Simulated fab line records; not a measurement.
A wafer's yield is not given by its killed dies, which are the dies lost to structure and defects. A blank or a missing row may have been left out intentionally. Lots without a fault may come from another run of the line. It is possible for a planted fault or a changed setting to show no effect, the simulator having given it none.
Matching of chambers -- flow n5Finfet -- N5_BEOL_M0_SAQP_SPACER2_ALD_26 on aldSin-03 has 4 sister chambers
The step deposits SiO2, target thk 15 nm, pulse time 1 s, purge time 2 s. 4 wafers are shown with their chamber, then 7 later ones without.

WAFERS WITH THEIR CHAMBER
wafer,chamber,heaterPowerW (W)
L083.5,1,437
L090.4,3,399
L092.2,2,406
L092.3,0,589

WAFERS WHOSE CHAMBER IS MISSING
wafer,heaterPowerW (W)
L092.4,467
L094.1,391
L094.3,455
L094.5,381
L097.4,603
L097.5,601
L097.6,396

CHAMBER TAKEN BY EACH
wafer,from the rows above,in truth
L092.4,can't be placed: 1 or 2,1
L094.1,can't be placed: 3 or 2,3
L094.3,can't be placed: 1 or 2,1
L094.5,can't be placed: 3 or 2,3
L097.4,0,0
L097.5,0,0
L097.6,can't be placed: 3 or 2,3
Correctly placed: 2 of 7. From these rows, 5 cannot be placed; in 5 the true chamber is one of the candidates. 0 placed wrongly.
How it was worked out, from the rows above alone: a wafer's distance from a chamber is the root of the sum, over the readings, of the square of ((its reading less the chamber's mean) divided by the reading's scatter). If the next closest chamber is less than 2 further off than the closest, the wafer can't be placed; otherwise it belongs to the closest. A chamber's mean is the mean of its shown wafers. The scatter: root of mean squared gap, hidden wafer to nearest shown wafer, with one shown wafer a chamber.
